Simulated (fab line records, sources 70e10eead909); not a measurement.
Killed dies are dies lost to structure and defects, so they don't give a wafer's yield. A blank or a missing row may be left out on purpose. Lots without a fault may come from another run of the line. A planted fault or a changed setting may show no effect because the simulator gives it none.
fab line records | flow nand_harc
record lots=24 wafers=72 last_day=34
route steps=1302 shown A_M0@1167 A_M1@1181 A_BONDPAD@1202
lots that met no fault: from a run of the same line without faults
start_h: hours from the record's first day to the start of the lot's first wafer shown | wait_h: hours since the lot's step before | " the same as in the row above | L1.1+2: a row that stands for several wafers | - no value, or no start given | * or withheld: withheld | < > ~ a bound
route shown NAME@n: a module of which the file shows steps, and the number in the route of the first | usual: mean/standard deviation of fault-free wafers | same: alike in all rows | chamber/n: place in a boat | sites: the reading at each site | _std_site: their standard deviation | _edge_site: outer sites' mean less inner sites' | radius_mm: how far each site lies from the wafer's centre | mask NAME#n: copy n | behind: the tool/chamber that last shaped the wafer | hold: why the lot was held/for how many hours/how that ended | device: the transistor (n, p or np) that didn't switch | end of line: the same wafers' tests at the end of the route | a step without rows: its recipe alone | killed: dies lost to structure and defects at the first sort, not the wafer's yield | map: a wafer's dies, x killed, . not, _ none there
set.NAME: the setting as run; set.NAME@STEP: as run at that earlier step | model.NAME: the simulator's own value behind a step, which no gauge read
steps of the route over a sample of lots; a table a step, a row a wafer
services: from which hour (start_h, from the record's first day; less than 0 if before it) a tool's chamber was out of use, for how many hours, and why
## steps
# step NHARC_A_M0_PRE_CLEAN_31
# recipe time_s=12 temp_c=370 rf_power_w=300 gas=NH3
# usual heater_power_w=599/70
# columns lot.wafer tool chamber start_h wait_h heater_power_w
L077.4 pecvd-02 1 545.45 0.1 683
L077.5 " 1 " " 673
L077.6 " 0 " " 530
L074.1 pecvd-02 1 547.88 0.1 592
L074.4 " 1 " " 599
L074.6 " 1 " " 595
L075.2 pecvd-02 0 555.33 0.1 466
L075.5 " 0 " " 471
L075.6 " 1 " " 709
L076.2 pecvd-02 0 560.17 0.1 567
L076.1 " 1 " " 623
L076.5 " 0 " " 561
L078.3 pecvd-02 2 576.57 0.1 626
L078.5 " 2 " " 636
L078.6 " 1 " " 591
L079.2 pecvd-04 1 580.36 0.1 552
L079.4 " 1 " " 532
L079.5 " 2 " " 563
L081.2 pecvd-02 1 587.07 0.1 615
L081.6 " 0 " " 496
L081.5 " 1 " " 623
L080.5 pecvd-04 0 589.82 0.1 695
L080.4 " 1 " " 588
L080.6 " 2 " " 522
L082.2 pecvd-04 2 616.43 0.1 530
L082.1 " 1 " " 570
L082.4 " 1 " " 578
L083.1 pecvd-02 2 632.28 0.1 605
L083.2 " 0 " " 530
L083.3 " 1 " " 716
L084.2 pecvd-03 1 632.81 0.1 592
L084.3 " 2 " " 730
L084.6 " 1 " " 574
L085.3 pecvd-03 0 638.87 0.1 489
L085.1 " 1 " " 562
L085.4 " 1 " " 564
L086.2 pecvd-03 2 644.12 0.1 710
L086.1 " 0 " " 591
L086.5 " 2 " " 722
L087.1 pecvd-03 1 649.01 0.1 580
L087.6 " 1 " " 587
L087.5 " 0 " " 505
L089.2 pecvd-02 2 668.95 0.1 556
L089.4 " 0 " " 578
L089.6 " 1 " " 716
L088.1 pecvd-04 0 670.28 0.1 670
L088.5 " 1 " " 564
L088.6 " 2 " " 541
L090.1 pecvd-02 1 705.36 0.1 633
L090.5 " 0 " " 550
L090.4 " 1 " " 628
L092.3 pecvd-03 0 712.71 0.1 519
L092.1 " 1 " " 590
L092.4 " 2 " " 650
L091.3 pecvd-03 0 714.50 0.1 566
L091.2 " 1 " " 530
L091.1 " 2 " " 733
L093.1 pecvd-02 0 717.04 0.1 556
L093.2 " 2 " " 529
L093.4 " 0 " " 569
L094.2 pecvd-03 2 721.51 0.1 728
L094.1 " 0 " " 572
L094.5 " 0 " " 591
L095.3 pecvd-02 1 745.90 0.1 643
L095.6 " 0 " " 568
L095.4 " 1 " " 649
L097.2 pecvd-04 2 757.76 0.1 618
L097.6 " 1 " " 547
L097.5 " 2 " " 592
L096.1 pecvd-02 2 769.41 0.1 537
L096.2 " 1 " " 642
L096.6 " 1 " " 664
# step NHARC_A_M1_INSPECT_11
# usual raw_defect_count=84/32
# columns lot.wafer tool chamber start_h wait_h raw_defect_count
L077.4 defect_inspect-01 - 546.92 0.0 70
L077.5 " - " " 73
L077.6 " - " " 73
L074.1 defect_inspect-02 - 549.48 0.0 84
L074.4 " - " " 100
L074.6 " - " " 104
L075.2 defect_inspect-02 - 556.95 0.0 62
L075.5 " - " " 72
L075.6 " - " " 76
L076.1 defect_inspect-02 - 561.77 0.0 111
L076.2 " - " " 91
L076.5 " - " " 109
L078.3 defect_inspect-01 - 578.02 0.0 57
L078.5 " - " " 49
L078.6 " - " " 74
L079.2 defect_inspect-02 - 581.79 0.0 131
L079.4 " - " " 133
L079.5 " - " " 121
L081.2 defect_inspect-02 - 588.51 0.0 68
L081.5 " - " " 84
L081.6 " - " " 75
L080.4 defect_inspect-02 - 591.21 0.0 93
L080.5 " - " " 112
L080.6 " - " " 104
L082.1 defect_inspect-01 - 617.88 0.0 82
L082.2 " - " " 94
L082.4 " - " " 71
L083.1 defect_inspect-02 - 633.71 0.0 49
L083.2 " - " " 66
L083.3 " - " " 49
L084.2 defect_inspect-01 - 634.42 0.0 88
L084.3 " - " " 71
L084.6 " - " " 78
L085.1 defect_inspect-02 - 640.30 0.0 13
L085.3 " - " " 13
L085.4 " - " " 17
L086.1 defect_inspect-02 - 645.45 0.0 72
L086.2 " - " " 62
L086.5 " - " " 74
L087.1 defect_inspect-02 - 650.34 0.0 77
L087.5 " - " " 68
L087.6 " - " " 56
L089.2 defect_inspect-02 - 670.25 0.0 121
L089.4 " - " " 114
L089.6 " - " " 114
L088.1 defect_inspect-02 - 671.74 0.0 103
L088.5 " - " " 95
L088.6 " - " " 92
L090.1 defect_inspect-02 - 706.66 0.0 101
L090.4 " - " " 99
L090.5 " - " " 132
L092.1 defect_inspect-01 - 714.14 0.0 149
L092.3 " - " " 143
L092.4 " - " " 156
L091.1 defect_inspect-02 - 715.85 0.0 39
L091.2 " - " " 41
L091.3 " - " " 29
L093.1 defect_inspect-02 - 718.49 0.0 68
L093.2 " - " " 79
L093.4 " - " " 73
L094.1 defect_inspect-02 - 722.92 0.0 92
L094.2 " - " " 69
L094.5 " - " " 87
L095.3 defect_inspect-02 - 747.33 0.0 48
L095.4 " - " " 45
L095.6 " - " " 27
L097.2 defect_inspect-01 - 759.21 0.1 136
L097.5 " - " " 158
L097.6 " - " " 141
L096.1 defect_inspect-01 - 771.00 0.0 99
L096.2 " - " " 94
L096.6 " - " " 87
# step NHARC_A_BONDPAD_DEP_00
# recipe target_thk_a=2500 temp_c=370 target_thk_nm=250 pressure_torr=3 flow_sccm=200 rf_w=450 material=SiCN
# usual chamber_pressure_Torr=3.001/0.0071 heater_power_w=568/80
# columns lot.wafer tool chamber start_h wait_h chamber_pressure_Torr heater_power_w
L077.4 pecvd-02 0 551.18 - 3.007 470
L077.5 " 1 " " 3.006 660
L077.6 " 0 " " 2.999 470
L074.1 pecvd-01 1 553.09 - 3.005 558
L074.4 " 2 " " 2.997 519
L074.6 " 1 " " 3.011 565
L075.2 pecvd-04 0 560.51 - 3.003 580
L075.5 " 2 " " 2.991 494
L075.6 " 1 " " 3.002 493
L076.1 pecvd-01 2 565.11 - 2.992 549
L076.2 " 1 " " 3.001 564
L076.5 " 1 " " 2.996 575
L078.3 pecvd-02 1 - - 2.990 587
L078.6 " 2 " " 3.001 535
L078.5 " 0 " " 3.012 418
L079.2 pecvd-04 0 - - 2.993 635
L079.4 " 2 " " 2.986 558
L079.5 " 0 " " 2.994 649
L081.2 pecvd-01 0 592.01 - 3.000 749
L081.6 " 0 " " 3.005 605
L081.5 " 1 " " 3.001 555
L080.5 pecvd-01 0 594.74 - 2.999 722
L080.6 " 1 " " 3.000 567
L080.4 " 2 " " 2.991 501
L082.2 pecvd-02 0 621.52 - 2.993 467
L082.1 " 1 " " 3.013 552
L082.4 " 0 " " 2.991 465
L083.3 pecvd-01 1 637.04 - 3.000 484
L083.2 " 2 " " 2.997 602
L083.1 " 0 " " 3.006 693
L084.2 pecvd-01 2 637.74 - 3.006 572
L084.3 " 1 " " 2.998 555
L084.6 " 1 " " 3.009 555
L085.1 pecvd-02 1 - - 3.010 648
L085.3 " 0 " " 3.003 491
L085.4 " 0 " " 2.996 504
L086.1 pecvd-04 1 648.82 - 3.001 552
L086.2 " 2 " " 2.995 570
L086.5 " 0 " " 3.014 586
L087.1 pecvd-02 1 653.95 - 3.016 587
L087.6 " 2 " " 2.998 523
L087.5 " 0 " " 3.006 466
L089.2 pecvd-02 1 673.86 - 3.007 566
L089.4 " 2 " " 2.999 486
L089.6 " 0 " " 3.001 520
L088.1 pecvd-02 1 675.08 - 3.008 584
L088.5 " 1 " " 3.014 618
L088.6 " 0 " " 3.018 442
L090.1 pecvd-01 2 709.99 - 3.007 600
L090.5 " 2 " " 3.017 615
L090.4 " 1 " " 3.007 530
L092.3 pecvd-02 0 717.47 - 3.001 454
L092.1 " 2 " " 2.998 480
L092.4 " 1 " " 2.994 619
L091.1 pecvd-01 0 719.23 - 3.007 661
L091.2 " 1 " " 2.996 604
L091.3 " 2 " " 3.002 515
L093.2 pecvd-01 2 721.81 - 2.996 590
L093.1 " 1 " " 2.999 550
L093.4 " 2 " " 2.997 590
L094.2 pecvd-01 2 726.26 - 3.008 649
L094.1 " 1 " " 3.006 556
L094.5 " 1 " " 2.996 564
L095.3 pecvd-02 2 - - 3.000 517
L095.4 " 0 " " 3.009 501
L095.6 " 2 " " 3.008 523
L097.2 pecvd-01 2 762.65 - 3.010 539
L097.5 " 0 " " 2.987 683
L097.6 " 2 " " 3.010 549
L096.1 pecvd-01 2 774.53 - 2.994 561
L096.2 " 0 " " 3.000 734
L096.6 " 2 " " 2.997 579
# step NHARC_A_BONDPAD_CMP_29
# recipe target_thk_nm=200 material=SiCN
# usual motor_current_A=12.1/1
# columns lot.wafer tool chamber start_h wait_h motor_current_A
L077.4 cmp-04 2 551.57 0.3 13.4
L077.5 " 0 " " 12.7
L077.6 " 1 " " 13.6
L074.1 cmp-02 3 553.59 0.4 12.2
L074.4 " 0 " " 10.2
L074.6 " 2 " " 10.8
L075.2 cmp-02 3 560.89 - 12.0
L075.6 " 2 " " 11.1
L075.5 " 3 " " 11.6
L076.1 cmp-04 1 565.54 - 12.9
L076.2 " 3 " " 13.4
L076.5 " 1 " " 13.3
L078.3 cmp-01 2 581.76 - 13.2
L078.5 " 2 " " 13.2
L078.6 " 3 " " 11.5
L079.2 cmp-04 1 585.59 - 13.0
L079.4 " 2 " " 13.4
L079.5 " 0 " " 12.1
L081.2 cmp-01 0 592.37 - 13.3
L081.6 " 0 " " 13.0
L081.5 " 1 " " 12.9
L080.4 cmp-04 2 595.06 - 13.1
L080.5 " 0 " " 11.5
L080.6 " 1 " " 13.5
L082.4 cmp-02 3 621.91 - 11.5
L082.2 " 0 " " 11.2
L082.1 " 1 " " 11.9
L083.3 cmp-02 1 637.44 - 11.4
L083.2 " 3 " " 11.6
L083.1 " 0 " " 10.8
L084.3 cmp-04 3 638.15 - 14.1
L084.2 " 0 " " 11.3
L084.6 " 3 " " 12.5
L085.4 cmp-04 3 644.06 - 12.6
L085.3 " 0 " " 11.2
L085.1 " 1 " " 13.3
L086.1 cmp-02 1 649.22 - 11.5
L086.2 " 3 " " 11.9
L086.5 " 1 " " 11.7
L087.1 cmp-01 2 654.27 - 12.8
L087.5 " 2 " " 13.0
L087.6 " 3 " " 11.0
L089.4 cmp-02 3 674.20 - 11.6
L089.2 " 1 " " 11.2
L089.6 " 3 " " 11.6
L088.1 cmp-04 2 675.51 - 13.1
L088.6 " 1 " " 13.3
L088.5 " 2 " " 13.7
L090.4 cmp-02 0 710.42 - 10.5
L090.1 " 2 " " 10.9
L090.5 " 3 " " 11.7
L092.4 cmp-02 0 717.88 - 10.8
L092.1 " 2 " " 11.6
L092.3 " 3 " " 11.1
L091.2 cmp-04 3 719.63 - 13.5
L091.1 " 0 " " 11.7
L091.3 " 2 " " 13.7
L093.4 cmp-01 3 722.24 - 11.5
L093.2 " 0 " " 13.1
L093.1 " 1 " " 13.1
L094.1 cmp-01 1 726.66 - 13.5
L094.2 " 0 " " 13.0
L094.5 " 1 " " 13.3
L095.3 cmp-02 2 751.14 - 11.1
L095.4 " 0 " " 10.2
L095.6 " 1 " " 11.8
L097.2 cmp-01 2 762.96 - 12.6
L097.6 " 2 " " 11.9
L097.5 " 3 " " 10.7
L096.1 cmp-02 1 774.98 - 11.7
L096.2 " 2 " " 11.3
L096.6 " 0 " " 10.7
# step NHARC_A_BONDPAD_CD_MEAS_13
# usual cd_nm=499.6/1.8
# columns lot.wafer tool chamber start_h wait_h cd_nm
L077.4 cd_sem-03 - 552.80 - 499.3
L077.5 " - " " 501.1
L077.6 " - " " 498.9
L074.1 cd_sem-01 - 554.96 - 500.9
L074.4 " - " " 500.0
L074.6 " - " " 501.2
L075.2 cd_sem-03 - 562.21 - 500.9
L075.5 " - " " 502.2
L075.6 " - " " 500.5
L076.1 cd_sem-03 - 566.86 - 495.9
L076.2 " - " " 498.8
L076.5 " - " " 498.5
L078.3 cd_sem-03 - 583.11 - 498.6
L078.5 " - " " 497.2
L078.6 " - " " 500.2
L079.2 cd_sem-03 - 586.88 - 498.5
L079.4 " - " " 501.1
L079.5 " - " " 499.1
L081.2 cd_sem-03 - 593.73 - 498.8
L081.5 " - " " 499.9
L081.6 " - " " 500.3
L080.4 cd_sem-03 - 596.36 - 501.9
L080.5 " - " " 497.4
L080.6 " - " " 502.9
L082.1 cd_sem-03 - 623.26 - 504.6
L082.2 " - " " 501.3
L082.4 " - " " 498.2
L083.1 cd_sem-02 - 639.14 - 499.0
L083.2 " - " " 497.7
L083.3 " - " " 497.9
L084.2 cd_sem-01 - 639.49 - 500.1
L084.3 " - " " 503.0
L084.6 " - " " 500.3
L085.1 cd_sem-01 - 645.40 - 501.1
L085.3 " - " " 499.4
L085.4 " - " " 499.3
L086.1 cd_sem-01 - 650.45 - 500.6
L086.2 " - " " 503.4
L086.5 " - " " 497.8
L087.1 cd_sem-01 - 655.61 - 497.8
L087.5 " - " " 495.9
L087.6 " - " " 498.6
L089.2 cd_sem-02 - 675.39 - 500.9
L089.4 " - " " 499.9
L089.6 " - " " 500.4
L088.1 cd_sem-01 - 676.83 - 499.0
L088.5 " - " " 499.2
L088.6 " - " " 498.5
L090.1 cd_sem-03 - 711.61 - 496.8
L090.4 " - " " 498.7
L090.5 " - " " 501.2
L092.1 cd_sem-02 - 719.22 - 501.5
L092.3 " - " " 498.7
L092.4 " - " " 501.0
L091.1 cd_sem-02 - 720.98 - 500.7
L091.2 " - " " 499.2
L091.3 " - " " 500.5
L093.1 cd_sem-02 - 723.43 - 500.9
L093.2 " - " " 497.9
L093.4 " - " " 499.9
L094.1 cd_sem-01 - 733.80 - 497.1
L094.2 " - " " 498.9
L094.5 " - " " 499.6
L095.3 cd_sem-01 - 752.46 - 498.5
L095.4 " - " " 497.8
L095.6 " - " " 499.6
L097.2 cd_sem-03 - 764.34 - 499.3
L097.5 " - " " 500.5
L097.6 " - " " 499.9
L096.1 cd_sem-03 - 776.33 - 496.8
L096.2 " - " " 496.8
L096.6 " - " " 497.0
# step NHARC_A_BONDPAD_PVD_27
# recipe target_thk_a=300 chamber_pressure_pa=5 power_w=5000 substrate_temp_c=30 time_s=20.49 material=Cu
# usual throttle_valve_pct=30.3/1.1
# columns lot.wafer tool chamber start_h wait_h throttle_valve_pct
L077.4 pvd_sputter-01 - - - 32.4
L077.6 " - " " 31.5
L077.5 " - " " 30.8
L074.1 pvd_sputter-02 - - - 30.9
L074.4 " - " " 31.2
L074.6 " - " " 29.4
L075.2 pvd_sputter-03 - - - 30.6
L075.5 " - " " 30.2
L075.6 " - " " 28.2
L076.2 pvd_sputter-02 - 567.97 0.2 31.1
L076.1 " - " " 31.6
L076.5 " - " " 28.8
L078.3 pvd_sputter-02 - - - 29.7
L078.6 " - " " 31.3
L078.5 " - " " 29.5
L079.2 pvd_sputter-02 - - - 29.4
L079.4 " - " " 31.3
L079.5 " - " " 29.5
L081.2 pvd_sputter-02 - - - 29.7
L081.6 " - " " 30.9
L081.5 " - " " 31.7
L080.4 pvd_sputter-03 - - - 27.8
L080.5 " - " " 31.0
L080.6 " - " " 28.1
L082.4 pvd_sputter-03 - - - 30.5
L082.1 " - " " 28.5
L082.2 " - " " 29.1
L083.1 pvd_sputter-01 - - - 32.4
L083.2 " - " " 30.6
L083.3 " - " " 31.3
L084.3 pvd_sputter-01 - - - 30.9
L084.2 " - " " 32.2
L084.6 " - " " 31.0
L085.3 pvd_sputter-03 - - - 28.0
L085.1 " - " " 29.2
L085.4 " - " " 30.6
L086.1 pvd_sputter-03 - - - 28.1
L086.2 " - " " 30.9
L086.5 " - " " 30.4
L087.1 pvd_sputter-02 - - - 31.0
L087.6 " - " " 30.9
L087.5 " - " " 29.4
L089.4 pvd_sputter-01 - - - 31.0
L089.2 " - " " 30.4
L089.6 " - " " 30.9
L088.1 pvd_sputter-03 - - - 28.1
L088.6 " - " " 28.0
L088.5 " - " " 29.5
L090.4 pvd_sputter-01 - - - 31.3
L090.1 " - " " 30.8
L090.5 " - " " 32.6
L092.4 pvd_sputter-03 - - - 29.8
L092.1 " - " " 30.7
L092.3 " - " " 28.9
L091.2 pvd_sputter-02 - - - 29.5
L091.3 " - " " 29.5
L091.1 " - " " 30.7
L093.4 pvd_sputter-01 - - - 31.2
L093.2 " - " " 30.0
L093.1 " - " " 30.7
L094.1 pvd_sputter-03 - - - 29.4
L094.2 " - " " 31.3
L094.5 " - " " 29.0
L095.3 pvd_sputter-02 - - - 31.3
L095.4 " - " " 29.4
L095.6 " - " " 29.3
L097.2 pvd_sputter-02 - - - 29.3
L097.6 " - " " 29.7
L097.5 " - " " 31.3
L096.1 pvd_sputter-03 - - - 29.8
L096.2 " - " " 31.0
L096.6 " - " " 30.7
## services
# columns tool chamber start_h hours kind
pvd_sputter-03 - 525.37 1.4 repair
pvd_sputter-03 - 526.80 10.0 pm
cmp-02 - 530.50 4.0 pm
cmp-04 - 531.03 0.8 repair
cmp-04 - 537.33 11.6 repair
pecvd-01 0 544.14 10.0 repair
pvd_sputter-03 - 548.73 7.0 repair
cmp-02 - 569.35 19.5 repair
pvd_sputter-03 - 585.00 4.6 repair
cmp-04 - 589.16 1.7 repair
pecvd-02 - 589.37 13.0 pm
cmp-04 - 601.19 4.0 pm
cmp-04 - 607.17 1.4 repair
cmp-02 - 628.50 4.0 pm
pvd_sputter-03 - 630.01 9.6 repair
pecvd-04 - 631.22 13.0 pm
pvd_sputter-02 - 638.00 10.0 pm
pecvd-01 2 638.53 4.8 repair
cmp-02 - 671.49 1.2 repair
pecvd-01 - 673.45 13.0 pm
pvd_sputter-03 - 704.80 10.0 pm
cmp-02 - 726.51 4.0 pm
pecvd-02 0 767.51 5.4 repair
pecvd-02 - 770.37 13.0 pm
## key
fault none
